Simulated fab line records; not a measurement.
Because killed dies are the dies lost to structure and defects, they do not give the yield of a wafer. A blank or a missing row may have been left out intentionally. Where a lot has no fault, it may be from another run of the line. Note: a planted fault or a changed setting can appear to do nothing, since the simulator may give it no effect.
Matching of chambers	flow n5Finfet	N5_MIM_TOP_ETCH_PECVD_03 on pecvd-04 has 3 sister chambers
The step deposits SiNx from SiH4/NH3/N2, target thk 20 nm, time 17.6 s. 16 wafers are shown with their chamber, then 8 later ones without.

## WAFERS WITH THEIR CHAMBER
wafer	chamber	showerheadPlenumPTorr (Torr)	throttleValvePct (%)	showerheadVppV (V)
L075.2	2	5.21	39.1	1058
L075.3	0	5.13	41.7	1131
L075.5	1	5.05	40.5	1062
L080.1	0	5.13	41.3	1124
L080.5	2	5.20	39.5	1065
L080.6	1	5.06	39.9	1070
L084.1	0	5.13	41.5	1164
L084.2	2	5.20	39.5	1056
L084.6	1	5.08	40.2	1076
L086.1	0	5.13	41.6	1121
L086.2	2	5.19	39.6	1050
L086.5	1	5.05	40.4	1063
L088.1	2	5.21	39.5	1063
L088.2	1	5.06	40.3	1069
L088.6	0	5.11	41.7	1126
L089.1	0	5.12	41.5	1121

SIGNATURES, as means of the wafers listed above
reading	chamber 0	chamber 1	chamber 2	scatter within a chamber
showerheadPlenumPTorr	5.1250	5.0600	5.2020	0.00973
throttleValvePct	41.550	40.260	39.440	0.192
showerheadVppV	1131.17	1068.00	1058.40	11.2
Rule: for a wafer and a chamber, the distance is found by dividing, reading by reading, the gap between the wafer's reading and the chamber's mean by the reading's scatter, squaring, summing and taking the root. If the next closest chamber is less than 2 further off than the closest, the wafer can't be placed; otherwise it belongs to the closest. The scatter: take each reading less its chamber's mean, square it, sum over the shown wafers, divide by the number of wafers less the number of chambers, and take the root.

## WAFERS WITH NO CHAMBER GIVEN
wafer	showerheadPlenumPTorr (Torr)	throttleValvePct (%)	showerheadVppV (V)
L089.2	5.05	40.3	1077
L089.4	5.05	40.1	1076
L093.2	5.12	41.6	1098
L093.3	5.12	41.6	1137
L093.4	5.06	39.9	1090
L095.1	5.13	41.4	1099
L095.4	5.12	41.5	1126
L095.5	5.21	39.6	1045

## WHICH CHAMBER EACH ONE RAN IN
wafer	from the rows above	in truth
L089.2	1	1
L089.4	1	1
L093.2	0	0
L093.3	0	0
L093.4	1	1
L095.1	0	0
L095.4	0	0
L095.5	2	2
8 of 8 placed correctly. Not placeable from these rows: 0. Placed wrongly: 0.
